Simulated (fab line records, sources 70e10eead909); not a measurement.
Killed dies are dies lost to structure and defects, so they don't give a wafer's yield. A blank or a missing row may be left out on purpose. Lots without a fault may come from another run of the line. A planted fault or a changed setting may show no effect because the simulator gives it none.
A struck lot beside a sound one | flow nand_harc | 15 steps out of a route of 1302
Sound: wafers L974.2, L974.3, L974.5. Struck: wafers L989.1, L989.2, L989.6. The cause comes at the end.
At each step with rows: each side's tool, then ch and its chambers, then its first start. Under that, the readings that differ: sound wafers | struck wafers | difference of the means | sigmas: that difference in standard deviations of wafers without a fault.
alike: readings whose means differ by less than 2 such deviations, and words and numbers that are the same on both sides. not compared: withheld readings, readings that some wafer has no value for, bounds like >300 that may hide the same value, and numbers for which the record gives no deviation and whose values overlap.
The two part at a step that has a row with sigmas, a row that says differs or no value, or rows on one side only. Numbers that don't overlap but have no deviation are shown without sigmas and don't part them. A reading that every wafer of one side lacks parts them only if that side has two wafers or more.

first, 1 step without rows for these wafers: NHARC_A_SGD_CUT_ETCH_26 (etches SiO2 in dHF, target depth 45.8 nm).
NHARC_A_SGD_CUT_ETCHBACK_24: etches the open film in CH3F/O2, target depth 50 nm, time 92.857 s.
  sound on rie_diel-03 ch 1,3, day 22 22:19; struck on rie_diel-03 ch 0,2, day 29 02:26
  reading      | sound             | struck            | difference | sigmas
  rf_vpp_V (V) | 242.9 242.6 242.9 | 242.8 248.6 246.6 | +3.2       | +2
  alike: drypump_motor_current_A, mfc_ar_sccm, oes_product_au, showerhead_plenum_p_Torr, throttle_valve_pct
  not compared: rf_hours_counter_h
NHARC_A_SGD_CUT_STRIP_28: strips in O2, time 20 s.
  sound on rie_diel-03 ch 0,3; struck on rie_diel-03 ch 0,2,3
  reading                | sound                | struck               | difference | sigmas
  throttle_valve_pct (%) | 17.015 17.018 17.040 | 17.044 17.046 17.052 | +0.023     | +2
  alike: drypump_motor_current_A, mfc_ar_sccm, oes_product_au, rf_vpp_V, showerhead_plenum_p_Torr
  not compared: rf_hours_counter_h
NHARC_A_SGD_CUT_INSPECT_25:
  sound on defect_inspect-01, day 22 22:32; struck on defect_inspect-02, day 29 02:40
  alike: raw_defect_count
NHARC_A_SLIT_DEP_25: deposits SiO2, target thk 200 nm.
  sound on pecvd-01 ch 0,1,2, day 22 22:36; struck on pecvd-03 ch 0,1, day 29 02:46
  alike: heater_power_w, throttle_valve_pct
NHARC_A_SLIT_DEP_00: deposits aC, target thk 6200 nm.
  sound on acl_dep-03 ch 0, day 22 23:34; struck on acl_dep-01 ch 0, day 29 06:47
  alike: throttle_valve_pct
NHARC_A_SLIT_DEP_23: deposits SiON, target thk 100 nm.
  sound on pecvd-01 ch 0,1, day 23 02:42; struck on pecvd-03 ch 0,2, day 29 10:33
  alike: heater_power_w
then, 5 steps without rows for these wafers: NHARC_A_SLIT_DEHYDRATE_01 (time 120 s); NHARC_A_SLIT_HMDS_02 (time 30 s); NHARC_A_SLIT_COAT_03 (resist thk 90 nm); NHARC_A_SLIT_SOFTBAKE_04 (time 55 s); NHARC_A_SLIT_EBR_05.
NHARC_A_SLIT_EXPOSE_06: exposes mask SLIT.
  sound on arfi_scanner-03 ch 0, day 23 03:07; struck on arfi_scanner-02 ch 0, day 29 11:04
  reading              | sound             | struck            | difference | sigmas
  exposure_dose_mJ_cm2 | 60.84 60.90 60.91 | 61.68 61.64 61.66 | +0.78      | +12
  alike: mask
then, 2 steps without rows for these wafers: NHARC_A_SLIT_PEB_07 (peb time 65 s); NHARC_END_SORT_01.

WHERE THEY PART
First at NHARC_A_SGD_CUT_ETCHBACK_24; last, within this record, at NHARC_A_SLIT_EXPOSE_06.

WHY: what the simulator had put in
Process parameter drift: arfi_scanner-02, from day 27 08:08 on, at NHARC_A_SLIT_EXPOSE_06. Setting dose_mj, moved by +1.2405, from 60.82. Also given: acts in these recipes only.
